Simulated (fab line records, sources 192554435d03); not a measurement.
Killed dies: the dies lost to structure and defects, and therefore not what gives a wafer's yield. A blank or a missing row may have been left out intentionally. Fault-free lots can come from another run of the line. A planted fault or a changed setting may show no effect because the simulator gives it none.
fab line records	flow n5_finfet
record: lots: 24	wafers: 72	last_day: 17
route steps=1938 shown BEOL_M4@1072 BEOL_M5@1113
lots with no fault: from the same line, run without faults
start_h: the number of hours between the record's first day and the start of the first shown wafer of the lot	wait_h: hours from the lot's prior step to this one	" repeats the value in the row above	L1.1+2: a single row standing in for several wafers	- no value present, or no start provided	* or withheld: withheld	< > ~ a bound
route shown NAME@n: names a module that has steps shown in the file, with the first one's number in the route	usual: mean/standard deviation of fault-free wafers	same: alike in all rows	chamber/n: place in a boat	sites: per-site readings	_std_site: standard deviation of those values	_edge_site: the outer-site mean with the inner-site mean subtracted	radius_mm: for every site, how far away it sits from the centre of the wafer	mask NAME#n: copy n	behind: the most recent tool/chamber to have shaped the wafer	hold: what put the lot on hold/how long, in hours/how the hold closed	device: transistor that didn't switch, given as n, p or np	end of line: at the end of the route, the tests of the same wafers	a step without rows: its recipe alone	killed: dies that structure and defects cost at the first sort, which is not the same as the wafer's yield	map: a wafer's dies, x killed, . not, _ none there
set.NAME: the setting that was run; set.NAME@STEP: the one run at that earlier step	model.NAME: the simulator's own value behind a step, which no gauge read
route steps across a sampled set of lots; one table per step, one row per wafer
services: the hour from which a tool's chamber was out of use, counted from the record's first day as start_h (under 0 if before that day), plus the number of hours and why
== steps ==
step: N5_BEOL_M4_STRIP_97
recipe: chemistry: N2/H2	time_s: 10	power_w: 450	temp_c: 40	pressure_mtorr: 20	rf_frequency_hz: 6e+07	bias_power_w: 7	n2_flow_sccm: 200	h2_flow_sccm: 200
usual: drypump_motor_current_A: 5.6/0.51	n2_flow_sccm: 200.0/0.65	oes_product_au: 0.81/0.087	rf_vpp_V: 59.1/0.97	showerhead_plenum_p_Torr: 2.54/0.065	temp_c: 39.99/0.1	throttle_valve_pct: 23.62/0.25
lot.wafer	tool	chamber	start_h	wait_h	drypump_motor_current_A	n2_flow_sccm	oes_product_au	rf_hours_counter_h	rf_vpp_V	showerhead_plenum_p_Torr	temp_c	throttle_valve_pct
L075.1	rie_diel-02	3	-	-	5.9	200.3	0.90	36	60.3	2.70	39.90	23.46
L075.4	"	0	"	"	5.0	201.7	0.66	249	59.3	2.39	39.82	23.83
L075.5	"	0	"	"	5.0	200.8	0.66	-	60.1	2.39	39.90	23.84
L074.1	rie_diel-02	2	-	-	5.0	199.6	0.79	100	60.2	2.56	40.00	23.95
L074.3	"	1	"	"	6.7	198.8	0.94	21	59.4	2.49	40.02	23.54
L074.6	"	2	"	"	4.9	200.5	0.80	-	59.2	2.56	40.00	23.97
L076.2	rie_diel-04	0	-	-	6.3	198.4	0.84	51	57.7	2.58	39.95	23.01
L076.3	"	1	"	"	5.5	200.1	0.72	195	59.5	2.52	40.09	23.93
L076.6	"	1	"	"	5.6	200.3	0.71	-	58.7	2.52	40.10	23.91
L077.3	rie_diel-02	1	-	-	6.7	199.8	0.92	26	58.4	2.49	40.01	23.56
L077.4	"	3	"	"	5.9	200.5	0.89	-	59.9	2.70	39.79	23.46
L077.6	"	2	"	"	4.9	200.1	0.79	-	59.0	2.56	39.89	23.95
L078.1	rie_diel-02	2	-	-	4.9	200.2	0.78	106	57.9	2.56	39.99	23.97
L078.3	"	3	"	"	5.9	200.0	0.89	44	60.7	2.70	40.06	23.47
L078.5	"	2	"	"	5.0	199.4	0.79	-	60.8	2.56	39.90	23.97
L079.1	rie_diel-06	0	-	-	5.8	199.9	0.70	209	59.5	2.52	39.87	23.61
L079.5	"	3	"	"	5.0	200.8	0.71	-	58.6	2.52	39.95	23.94
L079.6	"	0	"	"	5.8	199.8	0.70	-	58.2	2.52	39.91	23.62
L080.1	rie_diel-04	0	-	-	6.3	199.4	0.84	59	59.3	2.58	40.09	23.02
L080.4	"	3	"	"	5.5	199.1	0.79	116	60.0	2.55	39.95	23.73
L080.6	"	2	"	"	5.1	200.9	0.90	-	58.7	2.57	40.02	23.39
L081.4	rie_diel-06	0	-	-	5.8	199.3	0.71	215	58.5	2.51	39.85	23.62
L081.5	"	0	"	"	5.8	200.0	0.70	-	58.9	2.51	39.99	23.61
L081.6	"	1	"	"	5.3	199.7	0.89	-	58.8	2.59	40.02	23.54
L083.1	rie_diel-04	0	-	-	6.3	199.4	0.83	66	59.5	2.57	40.03	23.03
L083.2	"	2	"	"	5.2	200.0	0.89	54	58.7	2.57	40.03	23.40
L083.4	"	3	"	"	5.5	201.2	0.78	123	57.0	2.55	39.90	23.74
L082.2	rie_diel-04	0	-	-	6.3	199.3	0.83	66	58.0	2.57	39.98	23.02
L082.3	"	2	"	"	5.2	200.2	0.89	54	59.7	2.57	39.90	23.39
L082.6	"	3	"	"	5.5	200.1	0.79	-	60.1	2.55	40.14	23.73
L084.1	rie_diel-06	2	-	-	6.1	201.1	0.83	62	59.6	2.47	39.81	23.65
L084.2	"	0	"	"	5.8	199.9	0.70	224	58.9	2.51	39.97	23.64
L084.3	"	1	"	"	5.3	199.2	0.88	27	58.7	2.59	40.00	23.56
L085.2	rie_diel-06	1	-	-	5.3	199.4	0.87	28	60.1	2.59	40.09	23.56
L085.3	"	2	"	"	6.1	200.0	0.82	64	59.2	2.47	39.98	23.65
L085.4	"	3	"	"	5.0	200.2	0.69	246	59.0	2.51	39.96	23.96
L086.2	rie_diel-04	2	-	-	5.2	200.5	0.88	61	59.2	2.56	39.88	23.39
L086.3	"	1	"	"	5.5	200.7	0.70	218	59.2	2.51	39.79	23.94
L086.5	"	3	"	"	5.5	199.7	0.77	-	59.2	2.55	40.00	23.74
L087.2	rie_diel-06	1	-	-	5.3	199.4	0.88	31	59.0	2.59	39.98	23.57
L087.3	"	0	"	"	5.8	199.0	0.70	228	58.4	2.51	39.75	23.64
L087.6	"	0	"	"	5.8	199.3	0.69	-	58.2	2.51	39.96	23.63
L089.3	rie_diel-02	0	-	-	5.0	200.3	0.92	15	60.5	2.70	39.84	23.49
L089.5	"	2	"	"	4.9	201.7	0.78	-	58.7	2.55	40.03	23.98
L089.6	"	3	"	"	5.9	199.8	0.87	-	60.3	2.69	40.05	23.48
L088.1	rie_diel-06	1	-	-	5.3	199.9	0.86	40	58.2	2.59	40.05	23.57
L088.3	"	2	"	"	6.1	199.8	0.81	75	57.7	2.46	40.04	23.66
L088.4	"	0	"	"	5.8	201.0	0.69	-	58.5	2.50	40.09	23.65
L091.2	rie_diel-04	2	-	-	5.2	200.0	0.86	73	58.0	2.56	39.90	23.41
L091.5	"	2	"	"	5.2	199.8	0.86	-	60.2	2.56	40.12	23.41
L091.6	"	1	"	"	5.5	199.7	0.69	-	57.5	2.51	39.94	23.96
L092.1	rie_diel-04	2	-	-	5.2	200.0	0.85	76	59.2	2.56	39.90	23.42
L092.4	"	0	"	"	6.2	200.5	0.80	89	59.7	2.56	39.93	23.06
L092.6	"	0	"	"	6.2	199.8	0.80	-	60.2	2.56	39.97	23.05
L090.2	rie_diel-04	3	-	-	5.5	200.1	0.76	146	59.7	2.54	40.05	23.76
L090.5	"	1	"	"	5.5	199.2	0.69	-	58.8	2.50	40.13	23.97
L090.6	"	2	"	"	5.1	200.4	0.86	-	60.7	2.56	39.92	23.42
L093.3	rie_diel-06	0	-	-	5.8	198.9	0.68	249	59.0	2.50	39.85	23.65
L093.4	"	1	"	"	5.3	199.9	0.83	51	59.1	2.58	39.94	23.61
L093.6	"	3	"	"	5.0	200.8	0.98	-	56.7	2.50	39.91	23.57
L095.1	rie_diel-06	0	-	-	5.8	200.5	0.68	249	58.6	2.50	39.95	23.66
L095.2	"	2	"	"	6.1	199.7	0.80	87	58.1	2.46	39.88	23.68
L095.4	"	1	"	"	5.3	199.3	0.84	52	59.8	2.58	39.95	23.58
L094.1	rie_diel-06	0	-	-	5.8	199.2	0.68	250	58.3	2.50	40.00	23.67
L094.2	"	2	"	"	6.1	199.9	0.79	87	57.9	2.46	39.90	23.68
L094.6	"	1	"	"	5.3	199.5	0.84	-	61.4	2.58	40.16	23.57
L096.2	rie_diel-06	3	-	-	5.0	200.4	0.97	10	59.3	2.50	39.98	23.60
L096.4	"	1	"	"	5.3	200.0	0.83	52	58.8	2.58	40.20	23.60
L096.5	"	0	"	"	5.8	200.6	0.68	-	60.0	2.50	39.96	23.67
L097.1	rie_diel-02	0	-	-	5.0	199.2	0.88	31	60.5	2.70	39.97	23.50
L097.2	"	1	"	"	6.7	200.0	0.88	57	59.2	2.47	39.71	23.58
L097.5	"	0	"	"	5.0	198.7	0.88	-	57.6	2.70	40.00	23.51
step: N5_BEOL_M4_SURFACE_TREAT_85
recipe: gas: Ar	time_s: *	ion_energy_ev: *	ion_current_ma_cm2: 0.5	pressure_mtorr: *	ar_flow_sccm: 30
usual: ar_flow_sccm: 30.00/0.085	throttle_valve_pct: *
lot.wafer	tool	chamber	start_h	wait_h	ar_flow_sccm	throttle_valve_pct
L075.1	pvd_sputter-02	-	160.12	0.1	30.20	*
L075.4	"	-	"	"	30.03	*
L075.5	"	-	"	"	30.12	*
L074.1	pvd_sputter-03	-	167.86	0.2	29.96	*
L074.3	"	-	"	"	30.01	*
L074.6	"	-	"	"	29.95	*
L076.2	pvd_sputter-02	-	169.98	1.0	30.07	*
L076.3	"	-	"	"	29.92	*
L076.6	"	-	"	"	29.93	*
L077.3	pvd_sputter-01	-	177.00	0.2	29.93	*
L077.4	"	-	"	"	30.10	*
L077.6	"	-	"	"	29.77	*
L078.1	pvd_sputter-03	-	180.63	0.2	30.08	*
L078.3	"	-	"	"	29.85	*
L078.5	"	-	"	"	29.83	*
L079.1	pvd_sputter-01	-	192.34	0.3	30.01	*
L079.5	"	-	"	"	29.96	*
L079.6	"	-	"	"	30.13	*
L080.1	pvd_sputter-02	-	192.36	0.2	30.03	*
L080.4	"	-	"	"	29.99	*
L080.6	"	-	"	"	30.07	*
L081.4	pvd_sputter-01	-	209.15	0.3	30.12	*
L081.5	"	-	"	"	29.96	*
L081.6	"	-	"	"	29.91	*
L083.1	pvd_sputter-03	-	212.32	0.1	29.99	*
L083.2	"	-	"	"	30.07	*
L083.4	"	-	"	"	30.20	*
L082.2	pvd_sputter-03	-	214.72	0.2	29.95	*
L082.3	"	-	"	"	29.92	*
L082.6	"	-	"	"	29.99	*
L084.1	pvd_sputter-03	-	229.98	0.2	29.92	*
L084.2	"	-	"	"	29.99	*
L084.3	"	-	"	"	30.09	*
L085.2	pvd_sputter-01	-	233.14	0.2	29.86	*
L085.3	"	-	"	"	29.98	*
L085.4	"	-	"	"	29.88	*
L086.2	pvd_sputter-03	-	233.78	0.4	30.02	*
L086.3	"	-	"	"	29.96	*
L086.5	"	-	"	"	29.89	*
L087.2	pvd_sputter-03	-	237.54	0.2	29.94	*
L087.3	"	-	"	"	30.09	*
L087.6	"	-	"	"	29.93	*
L089.3	pvd_sputter-03	-	251.11	0.1	30.02	*
L089.5	"	-	"	"	30.06	*
L089.6	"	-	"	"	29.83	*
L088.1	pvd_sputter-01	-	254.80	0.4	30.02	*
L088.3	"	-	"	"	29.93	*
L088.4	"	-	"	"	30.00	*
L091.2	pvd_sputter-03	-	258.02	0.2	30.07	*
L091.5	"	-	"	"	30.04	*
L091.6	"	-	"	"	30.00	*
L092.1	pvd_sputter-02	-	266.89	0.2	29.95	*
L092.4	"	-	"	"	29.96	*
L092.6	"	-	"	"	29.93	*
L090.2	pvd_sputter-03	-	268.81	0.9	29.92	*
L090.5	"	-	"	"	30.03	*
L090.6	"	-	"	"	29.98	*
L093.3	pvd_sputter-01	-	289.12	0.1	29.88	*
L093.4	"	-	"	"	30.16	*
L093.6	"	-	"	"	29.99	*
L095.1	pvd_sputter-03	-	291.38	0.2	29.96	*
L095.2	"	-	"	"	29.98	*
L095.4	"	-	"	"	30.12	*
L094.1	pvd_sputter-02	-	292.12	0.4	30.09	*
L094.2	"	-	"	"	29.93	*
L094.6	"	-	"	"	30.12	*
L096.2	pvd_sputter-01	-	293.02	0.5	29.93	*
L096.4	"	-	"	"	30.02	*
L096.5	"	-	"	"	30.19	*
L097.1	pvd_sputter-02	-	294.60	0.2	30.00	*
L097.2	"	-	"	"	30.06	*
L097.5	"	-	"	"	30.02	*
step: N5_BEOL_M4_ANNEAL_51
recipe: temp_c: 225	time_s: 90	ambient: N2
usual: wafer_temp_C_max: 226.2/0.76
lot.wafer	tool	chamber	start_h	wait_h	wafer_temp_C_max
L075.1	rtp_anneal-02	0	162.32	0.1	226.8
L075.4	"	0	"	"	227.1
L075.5	"	0	"	"	227.4
L074.1	rtp_anneal-01	0	170.10	0.1	225.8
L074.3	"	0	"	"	226.1
L074.6	"	0	"	"	225.6
L076.2	rtp_anneal-01	0	172.69	0.6	225.6
L076.3	"	0	"	"	225.6
L076.6	"	0	"	"	225.5
L077.3	rtp_anneal-01	0	179.44	0.1	225.6
L077.4	"	0	"	"	225.8
L077.6	"	0	"	"	225.6
L078.1	rtp_anneal-02	0	183.13	0.1	226.6
L078.3	"	0	"	"	227.0
L078.5	"	0	"	"	226.6
L079.1	rtp_anneal-01	0	194.52	0.1	226.0
L079.5	"	0	"	"	225.8
L079.6	"	0	"	"	225.9
L080.1	rtp_anneal-01	0	195.65	0.1	225.6
L080.4	"	0	"	"	225.6
L080.6	"	0	"	"	225.2
L081.4	rtp_anneal-01	0	211.61	0.2	225.7
L081.5	"	0	"	"	225.6
L081.6	"	0	"	"	225.6
L082.2	rtp_anneal-01	0	216.94	0.1	225.7
L082.3	"	0	"	"	225.7
L082.6	"	0	"	"	225.7
L083.1	rtp_anneal-01	0	225.79	0.1	225.4
L083.2	"	0	"	"	226.0
L083.4	"	0	"	"	225.6
L084.1	rtp_anneal-01	0	232.51	0.2	225.3
L084.2	"	0	"	"	225.4
L084.3	"	0	"	"	225.5
L085.2	rtp_anneal-01	0	235.41	0.1	225.7
L085.3	"	0	"	"	225.5
L085.4	"	0	"	"	226.1
L086.2	rtp_anneal-01	0	236.06	0.1	225.8
L086.3	"	0	"	"	225.3
L086.5	"	0	"	"	225.4
L087.2	rtp_anneal-01	0	240.08	0.1	225.4
L087.3	"	0	"	"	225.9
L087.6	"	0	"	"	225.4
L089.3	rtp_anneal-01	0	253.76	0.1	225.4
L089.5	"	0	"	"	225.7
L089.6	"	0	"	"	225.7
L088.1	rtp_anneal-02	0	257.08	0.1	227.3
L088.3	"	0	"	"	226.3
L088.4	"	0	"	"	227.2
L091.2	rtp_anneal-02	0	261.75	0.1	227.2
L091.5	"	0	"	"	226.6
L091.6	"	0	"	"	226.5
L092.1	rtp_anneal-02	0	269.07	0.1	227.8
L092.4	"	0	"	"	228.1
L092.6	"	0	"	"	226.5
L090.2	rtp_anneal-02	0	271.05	0.1	227.5
L090.5	"	0	"	"	226.7
L090.6	"	0	"	"	226.6
L093.3	rtp_anneal-02	0	291.49	0.1	227.3
L093.4	"	0	"	"	226.8
L093.6	"	0	"	"	227.2
L095.1	rtp_anneal-02	0	293.56	0.1	226.3
L095.2	"	0	"	"	227.0
L095.4	"	0	"	"	227.0
L094.1	rtp_anneal-01	0	294.59	0.1	225.7
L094.2	"	0	"	"	225.9
L094.6	"	0	"	"	225.9
L096.2	rtp_anneal-02	0	295.26	0.1	226.9
L096.4	"	0	"	"	227.0
L096.5	"	0	"	"	227.3
L097.1	rtp_anneal-02	0	296.93	0.1	226.8
L097.2	"	0	"	"	226.7
L097.5	"	0	"	"	227.4
step: N5_BEOL_M5_CURE_79
recipe: temp_c: 385	time_s: 240	ambient: He/Ar	material: SiCOH_lowk
usual: lamp_power_pct: 52.31/0.056	wafer_temp_C_max: 386.9/0.53
lot.wafer	tool	chamber	start_h	wait_h	lamp_power_pct	wafer_temp_C_max
L075.1	uv_cure-01	1	164.26	0.0	52.24	388.3
L075.4	"	1	"	"	52.34	387.9
L075.5	"	1	"	"	52.36	387.5
L074.1	uv_cure-01	1	172.03	0.0	52.26	387.0
L074.3	"	1	"	"	52.22	387.0
L074.6	"	1	"	"	52.28	387.2
L076.2	uv_cure-02	1	174.65	0.1	52.31	386.4
L076.3	"	1	"	"	52.28	386.5
L076.6	"	1	"	"	52.43	386.6
L077.3	uv_cure-01	0	181.49	0.3	52.36	386.5
L077.4	"	0	"	"	52.25	386.3
L077.6	"	0	"	"	52.34	386.4
L078.1	uv_cure-01	2	185.07	0.0	52.28	387.3
L078.3	"	2	"	"	52.31	386.8
L078.5	"	2	"	"	52.39	387.1
L079.1	uv_cure-01	0	196.51	0.0	52.34	386.7
L079.5	"	0	"	"	52.38	386.5
L079.6	"	0	"	"	52.27	386.4
L080.1	uv_cure-01	1	198.04	0.0	52.32	387.9
L080.4	"	1	"	"	52.25	387.0
L080.6	"	1	"	"	52.36	387.0
L081.4	uv_cure-01	0	213.71	0.3	52.32	386.5
L081.5	"	0	"	"	52.42	386.5
L081.6	"	0	"	"	52.32	386.9
L082.2	uv_cure-01	2	218.91	0.1	52.31	386.2
L082.3	"	2	"	"	52.27	387.0
L082.6	"	2	"	"	52.34	387.0
L083.1	uv_cure-02	2	227.81	0.0	52.30	387.1
L083.2	"	2	"	"	52.30	387.4
L083.4	"	2	"	"	52.34	387.7
L084.1	uv_cure-01	2	234.55	0.0	52.36	387.3
L084.2	"	2	"	"	52.33	386.8
L084.3	"	2	"	"	52.27	387.2
L085.2	uv_cure-03	0	237.51	0.2	52.31	386.3
L085.3	"	0	"	"	52.26	386.0
L085.4	"	0	"	"	52.41	386.3
L086.2	uv_cure-03	0	238.03	0.1	52.30	386.7
L086.3	"	0	"	"	52.23	386.7
L086.5	"	0	"	"	52.29	386.6
L087.2	uv_cure-01	1	242.12	0.2	52.29	387.5
L087.3	"	1	"	"	52.17	387.2
L087.6	"	1	"	"	52.25	387.5
L089.3	uv_cure-02	0	255.79	0.2	52.29	387.4
L089.5	"	0	"	"	52.25	387.3
L089.6	"	0	"	"	52.34	387.0
L088.1	uv_cure-02	2	259.36	0.0	52.30	387.4
L088.3	"	2	"	"	52.40	387.3
L088.4	"	2	"	"	52.27	387.3
L091.2	uv_cure-02	1	263.86	0.3	52.34	386.4
L091.5	"	1	"	"	52.37	386.3
L091.6	"	1	"	"	52.34	387.3
L092.1	uv_cure-02	0	271.01	0.0	52.29	387.4
L092.4	"	0	"	"	52.32	387.1
L092.6	"	0	"	"	52.39	388.3
L090.2	uv_cure-03	1	273.02	0.1	52.45	385.8
L090.5	"	1	"	"	52.30	385.8
L090.6	"	1	"	"	52.40	385.7
L093.3	uv_cure-02	1	293.54	0.2	52.44	386.1
L093.4	"	1	"	"	52.27	386.8
L093.6	"	1	"	"	52.39	386.4
L095.1	uv_cure-02	0	295.54	0.0	52.31	386.7
L095.2	"	0	"	"	52.26	387.0
L095.4	"	0	"	"	52.35	387.2
L094.1	uv_cure-02	2	296.57	0.0	52.25	387.1
L094.2	"	2	"	"	52.30	387.7
L094.6	"	2	"	"	52.32	387.6
L096.2	uv_cure-01	2	297.37	0.3	52.28	386.9
L096.4	"	2	"	"	52.28	387.0
L096.5	"	2	"	"	52.44	387.4
L097.1	uv_cure-02	1	298.86	0.0	52.33	386.0
L097.2	"	1	"	"	52.27	386.6
L097.5	"	1	"	"	52.31	386.3
step: N5_BEOL_M5_CD_MEAS_11
recipe: target_cd_nm: 27.74	landing_energy_ev: 500	detector: se_inlens
usual: cd_nm: 28.03/0.24
lot.wafer	tool	chamber	start_h	wait_h	cd_nm
L075.1	cd_sem-01	0	167.04	-	27.88
L075.4	"	0	"	"	28.23
L075.5	"	0	"	"	27.69
L074.1	cd_sem-02	0	174.06	-	28.14
L074.3	"	0	"	"	28.32
L074.6	"	0	"	"	28.07
L076.2	cd_sem-03	0	176.79	-	27.66
L076.3	"	0	"	"	27.95
L076.6	"	0	"	"	27.90
L077.3	cd_sem-01	0	184.24	-	27.65
L077.4	"	0	"	"	27.92
L077.6	"	0	"	"	27.72
L078.1	cd_sem-03	0	187.79	-	28.05
L078.3	"	0	"	"	27.93
L078.5	"	0	"	"	27.59
L079.1	cd_sem-03	0	199.22	-	27.84
L079.5	"	0	"	"	27.48
L079.6	"	0	"	"	28.11
L080.1	cd_sem-03	0	199.66	-	27.84
L080.4	"	0	"	"	28.17
L080.6	"	0	"	"	27.54
L081.4	cd_sem-03	0	215.20	-	27.96
L081.5	"	0	"	"	27.92
L081.6	"	0	"	"	28.03
L082.2	cd_sem-02	0	219.98	-	28.20
L082.3	"	0	"	"	28.19
L082.6	"	0	"	"	27.90
L083.1	cd_sem-02	0	231.23	-	28.55
L083.2	"	0	"	"	27.79
L083.4	"	0	"	"	28.27
L084.1	cd_sem-01	0	238.42	-	28.25
L084.2	"	0	"	"	28.35
L084.3	"	0	"	"	28.27
L085.2	cd_sem-01	0	239.22	-	28.06
L085.3	"	0	"	"	28.14
L085.4	"	0	"	"	27.87
L086.2	cd_sem-02	0	239.89	-	27.88
L086.3	"	0	"	"	28.11
L086.5	"	0	"	"	27.98
L087.2	cd_sem-03	0	244.00	-	28.19
L087.3	"	0	"	"	28.25
L087.6	"	0	"	"	28.08
L089.3	cd_sem-02	0	257.51	-	28.21
L089.5	"	0	"	"	28.34
L089.6	"	0	"	"	27.98
L088.1	cd_sem-01	0	261.03	-	27.79
L088.3	"	0	"	"	28.12
L088.4	"	0	"	"	27.77
L091.2	cd_sem-03	0	267.32	-	27.75
L091.5	"	0	"	"	28.04
L091.6	"	0	"	"	28.02
L092.1	cd_sem-02	0	272.27	-	28.37
L092.4	"	0	"	"	27.96
L092.6	"	0	"	"	27.99
L090.2	cd_sem-01	0	275.49	-	27.95
L090.5	"	0	"	"	28.23
L090.6	"	0	"	"	28.37
L093.3	cd_sem-01	0	294.98	-	28.27
L093.4	"	0	"	"	27.98
L093.6	"	0	"	"	28.17
L095.1	cd_sem-01	0	296.54	-	27.96
L095.2	"	0	"	"	28.00
L095.4	"	0	"	"	27.47
L094.1	cd_sem-03	0	297.65	-	28.44
L094.2	"	0	"	"	28.00
L094.6	"	0	"	"	27.66
L096.2	cd_sem-02	0	299.36	-	27.60
L096.4	"	0	"	"	28.39
L096.5	"	0	"	"	28.05
L097.1	cd_sem-01	0	300.17	-	27.61
L097.2	"	0	"	"	28.20
L097.5	"	0	"	"	27.91
step: N5_BEOL_M5_ETCH_61
recipe: chemistry: CF4	target: SiARC	target_depth_a: 156	mask_material: CAR-EUV	time_s: 26	ion_energy_ev: 80	pressure_mtorr: 40	source_w: 545	bias_w: 36	Ar_flow_sccm: 100	cf4_flow_sccm: 100	ends: cleared
usual: drypump_motor_current_A: 5.8/0.4	etch_rf_on_time_s: 25.9/0.46	oes_product_au: 0.68/0.059	rf_vpp_V: 184.1/0.99	showerhead_plenum_p_Torr: 2.15/0.047	throttle_valve_pct: 15.56/0.26
lot.wafer	tool	chamber	start_h	wait_h	drypump_motor_current_A	etch_rf_on_time_s	oes_product_au	rf_hours_counter_h	rf_vpp_V	showerhead_plenum_p_Torr	throttle_valve_pct
L075.1	rie_diel-05	3	167.22	0.0	5.4	25.8	0.64	169	184.3	2.14	16.11
L075.4	"	0	"	"	5.7	26.0	0.60	224	184.5	2.12	15.97
L075.5	"	3	"	"	5.4	25.6	0.65	-	183.5	2.14	16.10
L074.1	rie_diel-03	3	174.23	0.0	6.2	26.0	0.77	34	183.9	2.18	15.37
L074.3	"	2	"	"	5.5	25.6	0.64	144	185.6	2.15	15.57
L074.6	"	2	"	"	5.4	25.6	0.64	-	185.1	2.15	15.57
L076.2	rie_diel-05	2	176.96	0.0	5.0	24.8	0.78	24	184.8	2.18	15.01
L076.3	"	3	"	"	5.4	25.4	0.65	173	185.1	2.14	16.13
L076.6	"	3	"	"	5.4	25.3	0.65	-	183.7	2.14	16.11
L077.3	rie_diel-05	0	184.47	0.0	5.7	26.0	0.60	229	184.9	2.11	15.97
L077.4	"	1	"	"	6.2	26.1	0.69	98	183.0	2.16	15.85
L077.6	"	2	"	"	5.0	24.7	0.78	-	185.2	2.18	15.00
L078.1	rie_diel-01	2	187.97	0.0	5.7	25.9	0.72	58	184.4	2.09	15.32
L078.3	"	1	"	"	5.8	26.2	0.71	79	185.0	2.17	15.53
L078.5	"	0	"	"	5.6	26.0	0.65	-	185.3	2.15	15.57
L079.1	rie_diel-05	2	199.40	0.0	5.0	25.2	0.77	31	183.2	2.18	15.02
L079.5	"	0	"	"	5.7	26.5	0.59	-	182.5	2.11	15.98
L079.6	"	1	"	"	6.2	26.5	0.68	-	184.6	2.16	15.89
L080.1	rie_diel-03	1	199.84	0.0	6.2	26.6	0.62	159	184.6	2.23	15.59
L080.4	"	3	"	"	6.3	26.0	0.76	41	183.6	2.17	15.36
L080.6	"	2	"	"	5.4	25.7	0.64	-	183.3	2.14	15.57
L081.4	rie_diel-03	2	215.55	0.0	5.4	25.6	0.63	156	184.6	2.14	15.60
L081.5	"	0	"	"	6.2	26.3	0.66	-	184.5	2.07	15.39
L081.6	"	1	"	"	6.1	26.5	0.62	-	184.0	2.23	15.60
L082.2	rie_diel-03	3	220.15	0.0	6.2	25.9	0.75	47	184.1	2.17	15.39
L082.3	"	1	"	"	6.2	26.4	0.63	164	184.7	2.23	15.60
L082.6	"	2	"	"	5.4	25.5	0.63	-	184.3	2.14	15.60
L083.1	rie_diel-03	0	231.40	0.0	6.1	26.3	0.67	138	182.5	2.07	15.39
L083.2	"	1	"	"	6.2	26.1	0.63	167	185.9	2.23	15.59
L083.4	"	2	"	"	5.5	25.5	0.63	159	183.0	2.14	15.59
L084.1	rie_diel-03	0	238.61	0.0	6.2	25.9	0.66	139	182.3	2.07	15.42
L084.2	"	3	"	"	6.2	25.6	0.75	52	183.3	2.17	15.41
L084.3	"	2	"	"	5.4	25.0	0.63	162	183.5	2.14	15.61
L085.2	rie_diel-01	0	239.45	0.0	5.6	25.7	0.64	154	183.9	2.14	15.61
L085.3	"	1	"	"	5.7	26.2	0.70	95	183.7	2.16	15.55
L085.4	"	3	"	"	5.1	25.3	0.81	14	186.0	2.19	15.28
L086.2	rie_diel-01	1	240.40	0.0	5.7	26.4	0.70	96	184.3	2.16	15.56
L086.3	"	3	"	"	5.1	25.3	0.83	15	184.6	2.19	15.27
L086.5	"	1	"	"	5.7	26.2	0.70	-	185.0	2.16	15.56
L087.2	rie_diel-05	2	244.17	0.0	5.0	25.2	0.75	43	182.8	2.18	15.04
L087.3	"	1	"	"	6.2	26.1	0.67	115	183.9	2.16	15.91
L087.6	"	1	"	"	6.3	26.1	0.68	-	183.7	2.16	15.91
L089.3	rie_diel-03	1	258.00	0.0	6.2	26.0	0.63	175	184.3	2.22	15.64
L089.5	"	0	"	"	6.2	26.0	0.66	-	181.8	2.06	15.42
L089.6	"	3	"	"	6.2	25.7	0.74	-	185.2	2.17	15.42
L088.1	rie_diel-05	3	261.59	0.0	5.4	25.4	0.63	195	184.1	2.13	16.15
L088.3	"	2	"	"	5.0	24.9	0.75	47	185.3	2.18	15.06
L088.4	"	1	"	"	6.2	26.1	0.67	-	185.5	2.16	15.92
L091.2	rie_diel-01	1	267.49	0.0	5.7	25.9	0.69	104	183.8	2.16	15.56
L091.5	"	0	"	"	5.6	25.5	0.64	-	184.4	2.14	15.64
L091.6	"	3	"	"	5.1	25.1	0.80	-	185.6	2.18	15.28
L092.1	rie_diel-03	3	272.47	0.0	6.2	25.9	0.74	66	183.7	2.16	15.43
L092.4	"	1	"	"	6.2	26.6	0.61	-	186.0	2.22	15.65
L092.6	"	3	"	"	6.2	25.9	0.72	-	184.6	2.16	15.42
L090.2	rie_diel-01	1	276.35	0.0	5.7	26.0	0.69	105	184.7	2.16	15.57
L090.5	"	0	"	"	5.6	25.7	0.63	-	184.8	2.14	15.63
L090.6	"	1	"	"	5.7	26.1	0.69	-	183.6	2.16	15.56
L093.3	rie_diel-03	0	295.79	0.0	6.2	26.8	0.63	166	183.4	2.06	15.44
L093.4	"	3	"	"	6.2	26.4	0.71	78	184.6	2.16	15.45
L093.6	"	0	"	"	6.2	26.6	0.63	-	183.8	2.06	15.46
L095.1	rie_diel-03	0	297.00	0.0	6.2	26.4	0.64	166	183.3	2.06	15.47
L095.2	"	3	"	"	6.2	26.3	0.70	78	185.1	2.16	15.45
L095.4	"	1	"	"	6.1	26.4	0.61	196	185.4	2.22	15.67
L094.1	rie_diel-03	1	298.97	0.0	6.1	26.7	0.60	197	183.9	2.22	15.67
L094.2	"	2	"	"	5.5	25.9	0.61	174	184.5	2.14	15.63
L094.6	"	1	"	"	6.1	26.8	0.60	-	184.9	2.22	15.68
L096.2	rie_diel-01	0	300.58	0.0	5.6	26.0	0.63	179	184.7	2.13	15.67
L096.4	"	3	"	"	5.1	25.2	0.78	39	184.7	2.18	15.33
L096.5	"	3	"	"	5.1	25.3	0.77	-	185.9	2.18	15.32
L097.1	rie_diel-01	1	301.09	0.0	5.7	26.0	0.69	116	184.4	2.16	15.58
L097.2	"	3	"	"	5.1	25.0	0.78	40	183.4	2.18	15.32
L097.5	"	0	"	"	5.6	25.7	0.63	-	183.4	2.13	15.66
== services ==
tool	chamber	start_h	hours	kind
uv_cure-02	-	136.63	0.8	repair
uv_cure-03	-	149.60	2.9	repair
rie_diel-06	-	153.59	1.2	repair
pvd_sputter-01	-	164.86	1.5	repair
rie_diel-06	1	175.24	16.7	repair
uv_cure-02	-	181.03	7.5	pm
pvd_sputter-02	-	187.05	3.7	repair
uv_cure-02	-	189.49	0.9	repair
rie_diel-02	3	196.56	2.4	repair
uv_cure-03	-	203.17	7.5	pm
rie_diel-02	-	217.41	0.9	repair
rie_diel-02	-	221.67	28.1	pm
rie_diel-01	-	232.90	2.8	pm
rie_diel-06	3	240.20	-	clean
rie_diel-06	3	240.20	-	consumable_replace:focus_ring
rie_diel-06	3	240.20	19.6	scheduled_down
uv_cure-01	-	243.85	1.1	repair
rie_diel-03	2	248.66	32.5	repair
uv_cure-03	-	252.94	1.3	repair
rie_diel-05	-	255.94	4.4	repair
uv_cure-03	-	256.09	2.8	pm
rie_diel-03	3	261.12	1.6	repair
rie_diel-05	-	265.35	34.4	repair
rie_diel-04	1	283.96	9.8	repair
== key ==
fault none
